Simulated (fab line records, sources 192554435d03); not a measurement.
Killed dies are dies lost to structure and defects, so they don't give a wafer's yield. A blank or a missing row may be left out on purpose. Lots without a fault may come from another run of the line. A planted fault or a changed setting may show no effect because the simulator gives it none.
Which tool did it? | flow n5_finfet | 8 lots, 24 wafers sampled, at 6 steps of a route of 1938

WHAT THE GAUGES READ, wafer by wafer
N5_BEOL_M0_SAQP_OVL_MEAS_15.
lot  | measured     | on         | M0_CORE_OVL (nm)
L923 | day 5 18:28  | overlay-01 | 1.7 0.9 0.6
L929 | day 7 03:39  | overlay-02 | -0.5 -0.5 -0.1
L931 | day 7 15:57  | overlay-01 | -0.5 -0.8 1.1
L932 | day 8 04:34  | overlay-01 | 0.3 -0.3 -0.3
L942 | day 10 11:11 | overlay-01 | 11.5 11.7 12.2
L943 | day 10 19:08 | overlay-01 | 10.9 12.3 11.2
L944 | day 10 23:44 | overlay-01 | 1.7 1.3 0.4
L945 | day 11 11:40 | overlay-01 | 0.5 0.6 0.1

N5_BEOL_M4_RC_MEAS_101.
lot  | measured     | on        | DIBL_N (mV/V)  | DIBL_P (mV/V)  | IOFF_N (nA/um) | IOFF_P (nA/um) | ION_N (uA/um) | ION_P (uA/um) | SS_N (mV/dec)  | SS_P (mV/dec)  | VT_N (mV)   | VT_P (mV)
L923 | day 8 12:59  | prober-02 | 38.3 38.4 36.6 | 40.1 40.2 36.9 | 0.21 0.22 0.18 | 0.31 0.31 0.25 | 678 695 681   | 466 481 471   | 72.6 71.9 72.8 | 74.4 74.1 73.3 | 250 245 249 | -246 -244 -246
L929 | day 10 11:35 | prober-02 | 38.5 36.0 36.5 | 39.7 35.4 36.6 | 0.21 0.16 0.16 | 0.28 0.20 0.22 | 699 676 683   | 476 465 466   | 71.8 70.9 71.2 | 74.3 72.7 73.5 | 246 249 249 | -244 -248 -249
L931 | day 10 14:26 | prober-01 | 36.7 38.7 34.5 | 37.1 39.7 34.2 | 0.16 0.20 0.11 | 0.21 0.26 0.17 | 675 681 657   | 461 468 457   | 72.2 72.9 70.7 | 73.9 74.5 72.2 | 250 247 252 | -251 -246 -253
L932 | day 11 12:39 | prober-02 | 38.4 37.8 36.4 | 38.8 37.0 36.2 | 0.21 0.19 0.17 | 0.24 0.21 0.20 | 694 676 681   | 467 456 457   | 71.6 72.2 70.9 | 74.4 74.3 73.6 | 242 245 245 | -249 -253 -250
L942 | day 14 08:50 | prober-01 | 34.6 37.0 34.2 | 35.7 39.9 35.9 | 0.15 0.18 0.14 | 0.19 0.25 0.18 | 670 675 670   | 457 459 455   | 71.2 71.9 71.0 | 73.1 74.6 73.3 | 249 247 249 | -254 -252 -256
L943 | day 14 04:26 | prober-02 | 35.2 36.2 34.5 | 34.6 36.1 34.0 | 0.12 0.15 0.12 | 0.16 0.17 0.15 | 662 679 659   | 454 458 451   | 71.2 71.1 71.2 | 72.1 73.1 72.1 | 253 247 253 | -255 -254 -256
L944 | day 14 12:44 | prober-02 | 36.1 35.7 38.8 | 34.6 35.6 38.9 | 0.13 0.14 0.19 | 0.18 0.19 0.25 | 657 662 676   | 454 455 463   | 71.0 71.3 71.8 | 72.7 73.0 73.1 | 252 252 246 | -253 -253 -247
L945 | day 15 12:26 | prober-01 | 35.8 37.7 35.5 | 36.4 38.7 36.3 | 0.18 0.19 0.16 | 0.24 0.26 0.23 | 683 674 682   | 470 460 472   | 71.4 72.8 71.3 | 73.4 73.5 73.2 | 247 246 249 | -247 -248 -247

WHICH TOOL RAN EACH LOT (tool, then ch and the chambers of the sampled wafers, then the start)
lot  | N5_MOL_CONTACT_COAG_ETCH_48        | N5_BEOL_M0_SAQP_EXPOSE_11          | N5_BEOL_M0_SAQP_ETCH_83            | N5_BEOL_M0_SAQP_ETCH_84
L923 | rie_diel-01 ch 0,1,3, day 5 11:23  | arfi_scanner-03 ch 0, day 5 18:19  | rie_diel-03 ch 0,3, day 5 18:34    | rie_diel-03 ch 0,3, day 5 18:37
L929 | rie_diel-01 ch 1,2,3, day 6 22:10  | arfi_scanner-01 ch 0, day 7 03:30  | rie_diel-03 ch 0,2,3, day 7 03:47  | rie_diel-03 ch 0,2,3, day 7 03:50
L931 | rie_diel-02 ch 1,3, day 7 09:41    | arfi_scanner-02 ch 0, day 7 15:48  | rie_diel-05 ch 1,3, day 7 16:03    | rie_diel-05 ch 1,3, day 7 16:06
L932 | rie_diel-06 ch 0,1,3, day 7 22:06  | arfi_scanner-02 ch 0, day 8 04:25  | rie_diel-04 ch 2,3, day 8 04:40    | rie_diel-04 ch 2,3, day 8 04:43
L942 | rie_diel-01 ch 0,1,2, day 10 02:34 | arfi_scanner-02 ch 0, day 10 11:02 | rie_diel-04 ch 0,1,2, day 10 12:06 | rie_diel-04 ch 0,1,2, day 10 12:09
L943 | rie_diel-02 ch 0,2,3, day 10 11:17 | arfi_scanner-02 ch 0, day 10 18:59 | rie_diel-04 ch 0,1,3, day 10 19:13 | rie_diel-04 ch 0,1,3, day 10 19:16
L944 | rie_diel-01 ch 1,3, day 10 16:21   | arfi_scanner-03 ch 0, day 10 23:34 | rie_diel-03 ch 0,2, day 10 23:53   | rie_diel-03 ch 0,2, day 10 23:56
L945 | rie_diel-02 ch 1,3, day 11 04:47   | arfi_scanner-03 ch 0, day 11 11:32 | rie_diel-03 ch 1,2,3, day 11 11:46 | rie_diel-03 ch 1,2,3, day 11 11:49
- N5_MOL_CONTACT_COAG_ETCH_48: etches SiOC in C4F6/O2, target depth 15 nm, overetch 4.5 nm, time 17 s.
- N5_BEOL_M0_SAQP_EXPOSE_11: exposes mask M0 CORE, target cd 42 nm.
- N5_BEOL_M0_SAQP_ETCH_83: etches SiARC in CF4, target depth 39 nm, time 65 s.
- N5_BEOL_M0_SAQP_ETCH_84: etches SOC in N2/H2, target depth 100 nm, overetch 20 nm, time 150 s.

WHAT THE TOOLS THEMSELVES READ (means of the sampled wafers that have a number; where no wafer has one, the mark that the record gives instead)
N5_MOL_CONTACT_COAG_ETCH_48.
lot  | tool        | bias_w (W) | chamber_pressure_mTorr (mTorr) | drypump_motor_current_A (A) | oes_product_au (a.u.) | rf_vpp_V (V) | showerhead_plenum_p_Torr (Torr) | throttle_valve_pct (%)
L923 | rie_diel-01 | 464.2      | 9.998                          | 5.8                         | 0.73                  | 1610         | 2.88                            | 40.7
L929 | rie_diel-01 | 465.8      | 10.001                         | 5.7                         | 0.69                  | 1596         | 2.86                            | 40.6
L931 | rie_diel-02 | 462.6      | 10.006                         | 5.1                         | 0.67                  | 1613         | 2.91                            | 41.2
L932 | rie_diel-06 | 465.7      | 9.991                          | 5.4                         | 0.70                  | 1572         | 2.83                            | 41.1
L942 | rie_diel-01 | 465.3      | 10.006                         | 5.7                         | 0.68                  | 1595         | 2.87                            | 40.7
L943 | rie_diel-02 | 464.8      | 10.001                         | 5.5                         | 0.62                  | 1606         | 2.79                            | 40.9
L944 | rie_diel-01 | 464.8      | 9.992                          | 5.7                         | 0.62                  | 1608         | 2.84                            | 40.6
L945 | rie_diel-02 | 463.3      | 10.000                         | 5.1                         | 0.61                  | 1612         | 2.90                            | 41.2

N5_BEOL_M0_SAQP_EXPOSE_11.
lot  | tool            | exposure_dose_mJ_cm2
L923 | arfi_scanner-03 | 54.99
L929 | arfi_scanner-01 | 55.02
L931 | arfi_scanner-02 | 54.96
L932 | arfi_scanner-02 | 54.96
L942 | arfi_scanner-02 | 54.97
L943 | arfi_scanner-02 | 54.93
L944 | arfi_scanner-03 | 54.98
L945 | arfi_scanner-03 | 54.93

N5_BEOL_M0_SAQP_ETCH_83.
lot  | tool        | bias_w (W) | chamber_pressure_mTorr (mTorr) | drypump_motor_current_A (A) | etch_rf_on_time_s (s) | oes_product_au (a.u.) | rf_vpp_V (V) | showerhead_plenum_p_Torr (Torr) | throttle_valve_pct (%)
L923 | rie_diel-03 | 35.86      | 40.01                          | 5.4                         | 65.1                  | 0.65                  | 183.2        | 2.07                            | 15.94
L929 | rie_diel-03 | 35.99      | 39.95                          | 5.8                         | 64.0                  | 0.62                  | 184.0        | 2.13                            | 15.92
L931 | rie_diel-05 | 35.98      | 39.99                          | 6.0                         | 64.1                  | 0.76                  | 183.6        | 2.16                            | 15.45
L932 | rie_diel-04 | 35.98      | 40.03                          | 5.0                         | 64.8                  | 0.62                  | 183.5        | 2.10                            | 15.72
L942 | rie_diel-04 | 35.98      | 40.02                          | 5.1                         | 64.8                  | 0.62                  | 183.4        | 2.14                            | 15.75
L943 | rie_diel-04 | 36.02      | 39.98                          | 5.0                         | 67.1                  | 0.62                  | 184.5        | 2.19                            | 15.76
L944 | rie_diel-03 | 36.05      | 40.02                          | 5.7                         | 62.2                  | 0.79                  | 183.8        | 2.15                            | 15.49
L945 | rie_diel-03 | 36.05      | 40.02                          | 6.2                         | 64.4                  | 0.74                  | 184.1        | 2.15                            | 15.65

N5_BEOL_M0_SAQP_ETCH_84.
lot  | tool        | bias_w (W) | chamber_pressure_mTorr (mTorr) | drypump_motor_current_A (A) | oes_product_au (a.u.) | rf_vpp_V (V) | showerhead_plenum_p_Torr (Torr) | throttle_valve_pct (%)
L923 | rie_diel-03 | 150.1      | 30.026                         | 5.4                         | 0.67                  | 521.0        | 2.46                            | 18.13
L929 | rie_diel-03 | 150.0      | 29.984                         | 5.8                         | 0.65                  | 523.2        | 2.51                            | 18.06
L931 | rie_diel-05 | 150.3      | 29.964                         | 5.9                         | 0.79                  | 525.1        | 2.54                            | 17.56
L932 | rie_diel-04 | 150.3      | 30.017                         | 5.0                         | 0.65                  | 522.2        | 2.48                            | 17.82
L942 | rie_diel-04 | 150.3      | 29.991                         | 5.1                         | 0.65                  | 523.3        | 2.53                            | 17.90
L943 | rie_diel-04 | 150.0      | 30.005                         | 5.0                         | 0.66                  | 526.3        | 2.60                            | 17.95
L944 | rie_diel-03 | 150.0      | 30.033                         | 5.7                         | 0.80                  | 524.2        | 2.54                            | 17.64
L945 | rie_diel-03 | 149.9      | 29.994                         | 6.2                         | 0.76                  | 524.2        | 2.53                            | 17.76

THE ANSWER, worked out from the rows above alone
Rule: what is usual is taken from the lots themselves. Put in order of their means at a reading, lots are off if they are a third of the lots or fewer, leave a main group of 4 or more, and stand apart from it by a gap of 3 or more times the standard deviation of the main group's means; of several such gaps the widest counts. A main group whose means are all the same, to the digits that the tables above print for the reading, isn't used. A lot without any number at a reading at which 4 lots or more have one is off too. The other lots that the step has rows for count as sound. The gauges are gone through in route order, then the tools' own readings, and for those a lot's mean is taken as printed above. The first step at which some lot is off is used, and at that step the reading that is off furthest; a lot without a number counts as furthest.
Off: L942, L943, at N5_BEOL_M0_SAQP_OVL_MEAS_15 (M0_CORE_OVL). The main group: mean 0.3 nm, standard deviation 0.58.
A tool fits if, at a process step before that reading, it ran every lot that is off, and no sound lot after the first of them. The gauges at N5_BEOL_M0_SAQP_OVL_MEAS_15 are tried like those tools. One fits: arfi_scanner-02 at N5_BEOL_M0_SAQP_EXPOSE_11. Its last sound lot is L932 (day 8 04:25), its first lot that is off L942 (day 10 11:02): a fault that began between those two fits.

WHAT THE SIMULATOR HAD PUT IN
Scanner matching overlay: arfi_scanner-02, from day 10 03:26 on, at N5_BEOL_M0_SAQP_EXPOSE_11. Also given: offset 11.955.
Lots struck among those shown: L942, L943. The rule above found the same.
